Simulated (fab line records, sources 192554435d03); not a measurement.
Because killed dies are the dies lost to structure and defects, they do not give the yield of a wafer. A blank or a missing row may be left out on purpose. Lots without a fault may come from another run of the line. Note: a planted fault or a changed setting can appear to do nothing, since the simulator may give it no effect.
fab line records	flow n5_finfet
record: lots: 5	wafers: 15	last_day: 16
route steps=1938 shown BEOL_M14@1718 PASSIVATION@1936
lots untouched by any fault: they come from a run of this same line in which no faults occurred
start_h: hours from the record's opening day to when the first of the lot's shown wafers began	wait_h: time in hours since the lot's previous step	" as in the row above	L1.1+2: several wafers, shown together as one row	- either no value or no given start	* or withheld: withheld	< > ~ a bound
route shown NAME@n: NAME is a module with steps in the file, n the number in the route of the first one	usual: mean and standard deviation over wafers with no fault	same: alike in all rows	chamber/n: place in a boat	sites: per-site readings	_std_site: the values' standard deviation	_edge_site: mean of outer sites minus mean of inner sites	radius_mm: how far each site lies from the wafer's centre	mask NAME#n: copy n	behind: tool/chamber where the wafer was last shaped	hold: the reason the lot was held/the length of the hold in hours/how it ended	device: which transistor (n, p or np) failed to switch	end of line: the tests these same wafers got at the end of their route	a step with no rows: only its recipe	killed: at the first sort, the dies lost to defects and structure; wafer yield is something else	map: shows each die of a wafer: x if killed, . if not, _ if none is there
set.NAME: the setting the step ran with; set.NAME@STEP: the setting that earlier step ran with	model.NAME: the simulator's own value behind a step, which no gauge read
lots at some steps of the route; a table a step, a row a wafer
services: the hour from which a tool's chamber was out of use, counted from the record's first day as start_h (under 0 if before that day), plus the number of hours and why
== steps ==
step: N5_BEOL_M14_COAT_58
recipe: resist: BARC	temp_c: 205	time_s: 60	spin_rpm: 1500	resist_thk_nm: 89
step: N5_BEOL_M14_COAT_04
recipe: spin_rpm: 1704	resist_thk_nm: 800
step: N5_BEOL_M14_EBR_06
recipe: solvent: PGMEA	ebr_width_mm: 1.5
step: N5_BEOL_M14_SOFTBAKE_05
recipe: temp_c: 130	time_s: 60
step: N5_BEOL_M14_EXPOSE_07
recipe: mask_id: V13	na: 0.8	source_shape: annular	sigma_inner: 0.5	sigma_outer: 0.8	polarization: unpolarized	attpsm_phase_deg: 180	dose_mj: 57
step: N5_BEOL_M14_PEB_08
recipe: peb_temp_c: 130	peb_time_s: 90
step: N5_BEOL_M14_DEVELOP_09
recipe: develop_time_s: 45	rinse_liquid: diw	dry: air_spin	dev_temp_c: 21
step: N5_BEOL_M14_HARDBAKE_14
recipe: temp_c: 130	time_s: 120
step: N5_BEOL_M14_DESCUM_15
recipe: chemistry: O2	time_s: 7.9	source_power_w: 50	bias_power_w: 20	pressure_mtorr: 20	rf_frequency_hz: 2.712e+07	temp_c: 40	o2_flow_sccm: 225
step: N5_BEOL_M14_ETCH_59
recipe: chemistry: N2/H2	target: BARC	target_depth_a: 890	overetch_a: 267	time_s: 67.9	ion_energy_ev: 200	pressure_mtorr: 30	source_w: 840	bias_w: 150	n2_flow_sccm: 200	h2_flow_sccm: 200
usual: drypump_motor_current_A: 5.8/0.45	oes_product_au: 0.67/0.07	rf_vpp_V: 522.3/1.3	showerhead_plenum_p_Torr: 2.49/0.037	throttle_valve_pct: 17.87/0.24
lot.wafer	tool	chamber	start_h	wait_h	drypump_motor_current_A	oes_product_au	rf_hours_counter_h	rf_vpp_V	showerhead_plenum_p_Torr	throttle_valve_pct
L978.1	rie_diel-02	2	270.29	0.0	6.0	0.61	202	522.8	2.52	18.36
L978.2	"	3	"	"	6.1	0.64	148	523.3	2.55	17.82
L978.3	"	1	"	"	6.1	0.59	193	523.6	2.54	17.80
L984.1	rie_diel-02	2	315.15	0.0	6.0	0.60	219	525.3	2.52	18.39
L984.3	"	1	"	"	6.1	0.59	210	524.0	2.53	17.83
L984.4	"	3	"	"	6.1	0.62	164	524.2	2.54	17.84
L987.1	rie_diel-02	2	330.00	0.0	6.0	0.59	223	523.9	2.51	18.41
L987.2	"	0	"	"	5.6	0.63	163	520.4	2.43	17.90
L987.6	"	3	"	"	6.1	0.62	-	523.2	2.54	17.86
L992.2	rie_diel-02	3	346.44	0.0	6.1	0.62	175	524.6	2.53	17.86
L992.3	"	2	"	"	6.0	0.60	230	523.4	2.51	18.41
L992.5	"	0	"	"	5.6	0.63	-	520.5	2.43	17.90
L993.1	rie_diel-01	2	359.54	0.0	5.7	0.70	84	521.4	2.47	17.93
L993.2	"	1	"	"	5.7	0.75	43	523.1	2.48	17.68
L993.5	"	1	"	"	5.7	0.75	-	523.4	2.48	17.70
step: N5_BEOL_M14_VIA_ETCH_16
recipe: chemistry: C4F8/O2/Ar	target: SiO2	he_inner_torr: 15	he_outer_torr: 30	target_depth_a: 12313	time_s: withheld	ion_energy_ev: 800	pressure_mtorr: 20	source_w: 1905	bias_w: 2040	Ar_flow_sccm: 400	C4F8_flow_sccm: 16	O2_flow_sccm: 12	ends: cleared
step: N5_BEOL_M14_STRIP_63
recipe: chemistry: O2	power_w: 600	temp_c: 60	pressure_mtorr: 30	rf_frequency_hz: 6e+07	bias_power_w: 0	overash_fraction: 0.3	o2_flow_sccm: 225
step: N5_BEOL_M14_STRIP_64
recipe: chemistry: O2	power_w: 600	temp_c: 60	pressure_mtorr: 30	rf_frequency_hz: 6e+07	bias_power_w: 0	overash_fraction: 0.3	o2_flow_sccm: 225
step: N5_BEOL_M14_STRIP_71
recipe: chemistry: post_etch_residue_remover	time_s: 60	temp_c: 25	remover_ph: withheld	remover_water_wt_pct: withheld	remover_fluoride_wt_pct: withheld
step: N5_BEOL_M14_SRD_72
recipe: time_s: 30	temp_c: 23	rinse_liquid: diw	dry: n2_spin	spin_rpm: 1500	dry_time_s: 30
step: N5_BEOL_M14_COAT_65
recipe: resist: SOC	temp_c: 250	time_s: 60	spin_rpm: 1500	resist_thk_nm: 450
step: N5_BEOL_M14_COAT_66
recipe: resist: SiARC	temp_c: 220	time_s: 60	spin_rpm: 1500	resist_thk_nm: 110
step: N5_BEOL_M14_COAT_22
recipe: spin_rpm: 2888	resist_thk_nm: 300
step: N5_BEOL_M14_EBR_24
recipe: solvent: PGMEA	ebr_width_mm: 1.5
step: N5_BEOL_M14_SOFTBAKE_23
recipe: temp_c: 130	time_s: 60
step: N5_BEOL_M14_EXPOSE_25
recipe: mask_id: M14	na: 0.8	source_shape: annular	sigma_inner: 0.5	sigma_outer: 0.8	polarization: unpolarized	target_cd_nm: 280	dose_mj: 26.6
step: N5_BEOL_M14_PEB_26
recipe: peb_temp_c: 130	peb_time_s: 90
step: N5_BEOL_M14_DEVELOP_27
recipe: develop_time_s: 45	rinse_liquid: diw	dry: air_spin	dev_temp_c: 21
step: N5_BEOL_M14_HARDBAKE_32
recipe: temp_c: 130	time_s: 120
step: N5_BEOL_M14_INSPECT_30
recipe: mode: adi	inspect_instrument: macro
usual: raw_defect_count: 2.0/1.3
lot.wafer	tool	chamber	start_h	wait_h	raw_defect_count
L978.1	defect_inspect-01	-	271.07	0.0	0
L978.2	"	-	"	"	0
L978.3	"	-	"	"	4
L984.1	defect_inspect-01	-	316.01	0.0	>300
L984.3	"	-	"	"	295
L984.4	"	-	"	"	>300
L987.1	defect_inspect-01	-	330.78	0.0	>300
L987.2	"	-	"	"	>300
L987.6	"	-	"	"	>300
L992.2	defect_inspect-02	-	347.22	0.0	300
L992.3	"	-	"	"	>300
L992.5	"	-	"	"	>300
L993.1	defect_inspect-02	-	360.32	0.0	4
L993.2	"	-	"	"	1
L993.5	"	-	"	"	3
step: N5_BEOL_M14_DESCUM_33
recipe: chemistry: O2	time_s: 7.9	source_power_w: 50	bias_power_w: 20	pressure_mtorr: 20	rf_frequency_hz: 2.712e+07	temp_c: 40	o2_flow_sccm: 225
step: N5_PASSIVATION_PROBE_49
usual: defect_limited_yield: 91.2/1.6	killed_at_M0_to_M3: 33/11	killed_at_M4_up: 15/6.2	killed_at_contacts: 15/7.1	killed_at_front_end: 38/12	killed_at_other: 4/3.5	killed_dies: 104/19	killed_open: 69/14	killed_short: 34/8.5	sort_bin_5_function: 5.2/0.99	sort_bin_6_memory: 3.3/0.77	sort_n_pass: 1076/19	sort_yield_pct: 91.2/1.6
same: gross_dies: 1180	killed_at_back_side: 0	sort_bin_4_leakage[%]: 0	sort_bin_8_speed[%]: 0
lot.wafer	tool	chamber	start_h	wait_h	defect_limited_yield[%]	killed_at_M0_to_M3	killed_at_M4_up	killed_at_contacts	killed_at_front_end	killed_at_other	killed_dies	killed_open	killed_short	sort_bin_5_function[%]	sort_bin_6_memory[%]	sort_n_pass	sort_yield_pct[%]
L984.1	prober-01	-	343.86	0.0	85.1	34	97	21	18	6	176	62	32	9.2	3.8	1004	85.1
L984.3	prober-01	-	343.96	0.1	87.0	30	90	18	13	2	153	58	25	8.1	3.7	1027	87.0
L984.4	prober-01	-	344.01	0.2	85.8	35	94	13	23	2	167	59	23	9.2	3.6	1013	85.8
L987.1	prober-01	-	354.76	0.0	84.6	40	91	9	39	3	182	66	30	10.3	3.7	998	84.6
L987.2	prober-01	-	354.81	0.1	86.8	39	87	5	17	8	156	56	23	8.6	2.8	1024	86.8
L987.6	prober-01	-	355.01	0.3	85.2	32	94	14	26	9	175	68	27	9.7	3.6	1005	85.2
L992.2	prober-01	-	374.44	0.1	85.6	27	104	12	26	1	170	57	24	9.0	4.5	1010	85.6
L992.3	prober-01	-	374.49	0.1	84.0	41	95	23	26	4	189	70	33	10.2	4.4	991	84.0
L992.5	prober-01	-	374.59	0.2	86.2	24	98	3	32	6	163	47	30	8.3	4.1	1017	86.2
killed by level:class
L984.1 BEOL_M14:unspecified=79 MOL_CONTACT_COAG:geometric_particle:open=15 BEOL_M0_SAQP:geometric_particle:open=9 BEOL_M2:geometric_particle:open=7 MOL_CONTACT_COAG:geometric_particle:short=6 BEOL_M0_SAQP:geometric_particle:short=5 BEOL_M4:geometric_particle:open=5 BEOL_M5:geometric_particle:open=4
L984.3 BEOL_M14:unspecified=68 MOL_CONTACT_COAG:geometric_particle:open=13 BEOL_M0_SAQP:geometric_particle:short=7 BEOL_M1:geometric_particle:open=7 BEOL_M2:geometric_particle:open=6 MOL_CONTACT_COAG:geometric_particle:short=5 BEOL_M4:geometric_particle:open=5 BEOL_M5:geometric_particle:open=5
L984.4 BEOL_M14:unspecified=85 MOL_CONTACT_COAG:geometric_particle:open=11 BEOL_M0_SAQP:geometric_particle:short=7 BEOL_M0_SAQP:geometric_particle:open=7 BEOL_M1:geometric_particle:open=6 BEOL_M3:geometric_particle:open=5 BEOL_M4:geometric_particle:open=5 FIN_SAQP:geometric_particle:open=4
L987.1 BEOL_M14:unspecified=85 STI_FIN_REVEAL:geometric_particle:open=15 BEOL_M0_SAQP:geometric_particle:short=10 BEOL_M1:geometric_particle:open=9 MOL_CONTACT_COAG:geometric_particle:open=8 BEOL_M0_SAQP:geometric_particle:open=8 BEOL_M3:geometric_particle:open=5 BEOL_M2:geometric_particle:open=4
L987.2 BEOL_M14:unspecified=77 BEOL_M1:geometric_particle:open=14 BEOL_M3:geometric_particle:open=10 MOL_CONTACT_COAG:geometric_particle:open=4 BEOL_M0_SAQP:geometric_particle:open=4 BEOL_M2:geometric_particle:open=4 BEOL_M0_SAQP:geometric_particle:short=3 BEOL_M3:geometric_particle:short=3
L987.6 BEOL_M14:unspecified=80 MOL_CONTACT_COAG:geometric_particle:open=11 BEOL_M3:geometric_particle:open=11 BEOL_M0_SAQP:geometric_particle:open=9 STI_FIN_REVEAL:geometric_particle:open=6 BEOL_M0_SAQP:geometric_particle:short=6 GATE_CUT:geometric_particle:open=5 BEOL_M4:geometric_particle:open=4
L992.2 BEOL_M14:unspecified=87 MOL_CONTACT_COAG:geometric_particle:open=10 BEOL_M2:geometric_particle:open=7 BEOL_M4:geometric_particle:open=6 FIN_SAQP:geometric_particle:short=6 FIN_SAQP:geometric_particle:open=6 BEOL_M0_SAQP:geometric_particle:open=5 BEOL_M1:geometric_particle:open=4
L992.3 BEOL_M14:unspecified=86 MOL_CONTACT_COAG:geometric_particle:open=20 BEOL_M2:geometric_particle:open=17 BEOL_M1:geometric_particle:open=8 STARTING-WAFER:geometric_particle:short=8 BEOL_M0_SAQP:geometric_particle:short=7 BEOL_M4:geometric_particle:open=4 FIN_SAQP:geometric_particle:open=3
L992.5 BEOL_M14:unspecified=85 BEOL_M0_SAQP:geometric_particle:open=6 BEOL_M4:geometric_particle:open=6 BEOL_M2:geometric_particle:open=5 STARTING-WAFER:geometric_particle:open=5 FIN_SAQP:geometric_particle:short=4 GATE_CUT:geometric_particle:short=4 BEOL_M0_SAQP:geometric_particle:short=4
map L984.1 (x killed, . not)
_________________........xx..________________
______________x................._____________
___________....x...............x...__________
__________......................x..._________
________......x.....xx.x..x..........._______
_______......x....x..x..xx.x...x.......______
______...x.....xxx...x.............x...._____
_____...........x......x........x........____
____.x.x.........x..xx....................___
___..xxx....................x...x..........__
___xx....x..x..................x...........__
__.xxxxxxxx...........................x....._
__xxxxxx.x.x..x...xxx........x.............._
_xxxxxxx..x..................................
_xxxxxxxxx.x.............................x...
_xxxxxxxxx.x.xx.........x......x.........xx..
_xxxxxxxxx.x.x..x...................x........
_xxxxxxxxx..x.................x..............
_xxxxxxxxx...................................
_..xxx...x................................xx.
_.....x....x............................x....
__x...x.....x....................x.x........_
__.................................x........_
___................x......x.........x...x..__
___......x.......x....x............xx......__
____.....................x.............x..___
_____..................................x.____
______......x....x.....x................_____
_______....x.x....xxx..x....x..........______
________...............x.......x......_______
__________............x...x........._________
___________.......x................__________
______________.................._____________
_________________....x.x.....________________
map L987.1 (x killed, . not)
_________________....x.......________________
______________...........x......_____________
___________x............x..........__________
__________..x......................._________
________.......x.......x.............._______
_______..............x..x..............______
______xx....x..........................._____
_____..xx................x...............____
____......x.....................x...x..xx.___
___...x...............x................xx..__
___.x.x.........x..................xx......__
__xxxxxx..x...x.x.x..x......................_
__xxxxxxx...x....x........................x._
_xxxxxxxxxx...............................x..
_xxxxxxxx.x.x.......x........................
_xxxxxxxxxx..........x.x..........xx.........
_.xxxxxxxxx..x.......x.x.........x.x.........
_xxxxxxxxxxx.x....x.......x..x...............
_.xxxxxxxxxx................x.x..........xx..
_xxxxx.x.x...x............xxx.............x..
_...x.x.........x.x....x..........x........x.
__...x..............xx......................_
__x..x.........x........x............x......_
___..x........x.....................x......__
___.......x................................__
____......x.xx..................x.........___
_____......x........xx...............x...____
______...x...........................x.._____
_______.....x...x.......x..............______
________..........x......x............_______
__________............x............._________
___________.......x..............x.__________
______________..x....x.........._____________
_________________.........x.x________________
== services ==
tool	chamber	start_h	hours	kind
rie_diel-01	3	306.54	-	clean
rie_diel-01	3	306.54	-	consumable_replace:focus_ring
rie_diel-01	3	306.54	32.1	scheduled_down
rie_diel-01	3	306.54	32.1	vent_cycle
rie_diel-01	3	343.36	5.8	repair
== key ==
first_sign: step: N5_BEOL_M14_INSPECT_30	reading: raw_defect_count	direction: up	sigmas: 99+	usual: 2.0	struck: >299.4
effect: step: N5_PASSIVATION_PROBE_49	reading: killed_at_M4_up	direction: up	sigmas: 13	usual: 15	struck: 94
more_kills_born_at: N5_BEOL_M14_ETCH_59@rie_diel-02: 732
met_at N5_BEOL_M14_ETCH_59
struck_wafers L984.1,L984.3,L984.4,L987.1,L987.2,L987.6,L992.2,L992.3,L992.5
onset_between 270.29 315.15
fault: kind: chamber_particle_source	tool: rie_diel-02	chamber: -	onset_h: 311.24	steps: N5_BEOL_M14_ETCH_59	rate_per_visit_cm2: 0.48535	end_h: 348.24
